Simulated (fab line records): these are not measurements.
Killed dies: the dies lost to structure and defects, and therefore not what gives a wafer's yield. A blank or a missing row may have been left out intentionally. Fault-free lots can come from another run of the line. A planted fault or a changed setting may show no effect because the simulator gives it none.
Matching of chambers	flow nand harc	cmp-03 running NHARC_A_STAIRCASE_CMP_450: 4 sister chambers
The step polishes SiO2, target thk 200 nm. 16 wafers are shown with their chamber, then 8 later ones without.

== EACH WAFER AND ITS CHAMBER ==
wafer	chamber	motor current A (A)	slurry filter dp kPa (kPa)
L076.1	3	11.4	13.48
L076.2	1	12.8	13.60
L076.5	2	11.1	13.49
L080.3	1	12.7	13.60
L080.5	2	11.7	13.66
L080.6	1	13.6	13.44
L083.1	3	11.6	13.38
L083.4	1	12.7	13.55
L083.6	2	12.0	13.38
L084.2	0	11.9	13.45
L084.4	3	11.6	13.53
L084.6	2	12.1	13.64
L088.4	3	11.8	13.58
L088.5	3	11.0	13.63
L088.6	2	12.6	13.50
L091.2	0	12.8	13.40

SIGNATURES (averages over the wafers above)
reading	chamber 0	chamber 1	chamber 2	chamber 3	scatter within a chamber
motor current A	12.350	12.950	11.900	11.480	0.462
slurry filter dp kPa	13.4250	13.5475	13.5340	13.5200	0.0954
Rule: a wafer lies at a distance from a chamber equal to the root of the sum of squares, over the readings, of (its reading less the chamber's mean, divided by the reading's scatter). The wafer belongs to the nearest chamber; if the next one is less than 2 further off, it can't be placed. The scatter: take each reading less its chamber's mean, square it, sum over the shown wafers, divide by the number of wafers less the number of chambers, and take the root.

== WAFERS MISSING THEIR CHAMBER ==
wafer	motor current A (A)	slurry filter dp kPa (kPa)
L091.3	11.3	13.57
L091.6	12.7	13.43
L092.1	12.5	13.31
L092.3	12.1	13.85
L092.4	10.8	13.67
L096.1	12.6	13.48
L096.2	12.8	13.35
L096.4	11.1	13.58

== WHICH CHAMBER EACH ONE RAN IN ==
wafer	from the rows above	in truth
L091.3	can't be placed: 3 or 2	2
L091.6	can't be placed: 0 or 1 or 2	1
L092.1	can't be placed: 0 or 1 or 2 or 3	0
L092.3	can't be placed: 2 or 1 or 3 or 0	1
L092.4	can't be placed: 3 or 2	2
L096.1	can't be placed: 0 or 1 or 2 or 3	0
L096.2	can't be placed: 0 or 1 or 2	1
L096.4	can't be placed: 3 or 2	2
0 of 8 placed correctly. Cannot be placed on the basis of these rows: 8; the candidates contain the true chamber in 8. 0 placed wrongly.
